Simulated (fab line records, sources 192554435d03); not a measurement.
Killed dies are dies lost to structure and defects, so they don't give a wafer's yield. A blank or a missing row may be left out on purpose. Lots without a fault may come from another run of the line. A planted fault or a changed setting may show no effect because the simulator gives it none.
Which tool did it? | flow n5_finfet | 10 lots, 30 wafers sampled, at 3 steps of a route of 1938

WHAT THE GAUGES READ, wafer by wafer
N5_BEOL_M5_CD_MEAS_11: target cd 27.74 nm. Usual: cd_nm 27.98 nm, standard deviation 0.27.
lot  | measured     | on        | cd_nm (nm)        | flag
L648 | day 8 13:25  | cd_sem-01 | 28.11 28.33 28.34 |
L649 | day 9 00:34  | cd_sem-02 | 27.55 27.97 28.05 |
L651 | day 9 08:23  | cd_sem-02 | 28.33 27.98 27.79 |
L652 | day 10 01:55 | cd_sem-01 | 28.50 28.30 28.10 |
L653 | day 10 04:55 | cd_sem-01 | 28.11 27.64 27.53 |
L657 | day 10 21:50 | cd_sem-02 | 28.00 28.61 28.10 |
L662 | day 12 07:20 | cd_sem-03 | 27.86 28.00 28.09 |
L667 | day 13 23:22 | cd_sem-01 | 27.86 27.89 27.56 |
L669 | day 14 02:15 | cd_sem-02 | 27.69 27.97 27.73 |
L665 | day 14 05:16 | cd_sem-03 | 27.65 27.70 28.40 |

WHICH TOOL RAN EACH LOT (tool, then ch and the chambers of the sampled wafers, then the start)
lot  | N5_BEOL_M4_SPUTTER_94        | N5_BEOL_M4_CMP_52
L648 | pvd_sputter-02, day 8 09:17  | cmp-02 ch 1,3, day 8 10:02
L649 | pvd_sputter-02, day 8 19:07  | cmp-01 ch 1,2,3, day 8 19:55
L651 | pvd_sputter-02, day 9 04:14  | cmp-04 ch 1,2,3, day 9 05:31
L652 | pvd_sputter-02, day 9 21:47  | cmp-04 ch 1,2, day 9 22:34
L653 | pvd_sputter-02, day 10 00:22 | cmp-02 ch 0,1,2, day 10 01:08
L657 | pvd_sputter-02, day 10 17:15 | cmp-04 ch 0,1, day 10 18:01
L662 | pvd_sputter-03, day 12 02:36 | cmp-01 ch 0,3, day 12 03:19
L667 | pvd_sputter-02, day 13 19:11 | cmp-02 ch 1,2,3, day 13 20:22
L669 | pvd_sputter-01, day 13 22:14 | cmp-04 ch 1,2,3, day 13 23:01
L665 | pvd_sputter-03, day 13 22:30 | cmp-02 ch 1,2, day 13 23:13
- N5_BEOL_M4_SPUTTER_94: material Cu, target thk 4.5 nm, time 8.29 s.
- N5_BEOL_M4_CMP_52: polishes, stops on SiOC, t overpolish 6.8 s, target thk 40 nm.

WHAT THE TOOLS THEMSELVES READ (means of the sampled wafers that have a number; where no wafer has one, the mark that the record gives instead)
N5_BEOL_M4_SPUTTER_94. Usual: chamber_pressure_pa 0.07001 Pa, standard deviation 0.00013; substrate_temp_c -20.00 C, standard deviation 0.11; throttle_valve_pct 30.1 %, standard deviation 0.95.
lot  | tool           | chamber_pressure_pa (Pa) | substrate_temp_c (C) | throttle_valve_pct (%) | flag
L648 | pvd_sputter-02 | 0.07000                  | -20.01               | 31.4                   |
L649 | pvd_sputter-02 | 0.07002                  | -20.04               | 30.4                   |
L651 | pvd_sputter-02 | 0.07001                  | -20.05               | 30.3                   |
L652 | pvd_sputter-02 | 0.06998                  | -19.87               | 30.0                   |
L653 | pvd_sputter-02 | 0.07008                  | -19.96               | 30.4                   |
L657 | pvd_sputter-02 | 0.06983                  | -20.06               | 30.5                   |
L662 | pvd_sputter-03 | 0.07001                  | -19.92               | 29.1                   |
L667 | pvd_sputter-02 | 0.07000                  | -19.90               | 30.4                   |
L669 | pvd_sputter-01 | 0.07006                  | -20.05               | 30.6                   |
L665 | pvd_sputter-03 | 0.07004                  | -20.05               | 29.5                   |

N5_BEOL_M4_CMP_52. Usual: barrier_field_endpoint_s 24.7 s, standard deviation 0.66; motor_current_A 6.2 A, standard deviation 0.53; overpolish_run_s 6.799 s, standard deviation 0.0096; retaining_ring_pressure_frac 1.000, standard deviation 0.0051; time_to_endpoint_s 62 s, standard deviation 3.3.
lot  | tool   | barrier_field_endpoint_s (s) | motor_current_A (A) | overpolish_run_s (s) | retaining_ring_pressure_frac | time_to_endpoint_s (s) | flag
L648 | cmp-02 | 25.2                         | 6.2                 | 6.800                | 0.999                        | 62                     |
L649 | cmp-01 | 24.3                         | 6.1                 | 6.801                | 0.995                        | 63                     |
L651 | cmp-04 | 24.8                         | 6.3                 | 6.803                | 1.002                        | 63                     |
L652 | cmp-04 | 25.0                         | 6.0                 | 6.795                | 0.999                        | 62                     |
L653 | cmp-02 | 24.1                         | 6.6                 | 6.798                | 1.003                        | 61                     |
L657 | cmp-04 | 25.5                         | 6.4                 | 6.807                | 0.996                        | 65                     |
L662 | cmp-01 | 24.7                         | 6.3                 | 6.811                | 1.002                        | 62                     |
L667 | cmp-02 | 24.6                         | 6.4                 | 6.800                | 0.995                        | 63                     |
L669 | cmp-04 | 24.6                         | 6.2                 | 6.797                | 1.003                        | 63                     |
L665 | cmp-02 | 24.0                         | 5.9                 | 6.802                | 1.006                        | 60                     |

THE ANSWER, worked out from the rows above alone
Rule: a lot is off if the mean of its wafers that have a number lies more than 3 standard deviations from the usual mean. A lot without any number at a reading at which 4 lots or more have one is off too. The other lots that the step has rows for count as sound. The gauges are gone through in route order, then the tools' own readings, and for those a lot's mean is taken as printed above. The first step at which some lot is off is used, and at that step the reading that is off furthest; a lot without a number counts as furthest.
No lot is off at any reading shown: from this, nothing can be told.

WHAT THE SIMULATOR HAD PUT IN
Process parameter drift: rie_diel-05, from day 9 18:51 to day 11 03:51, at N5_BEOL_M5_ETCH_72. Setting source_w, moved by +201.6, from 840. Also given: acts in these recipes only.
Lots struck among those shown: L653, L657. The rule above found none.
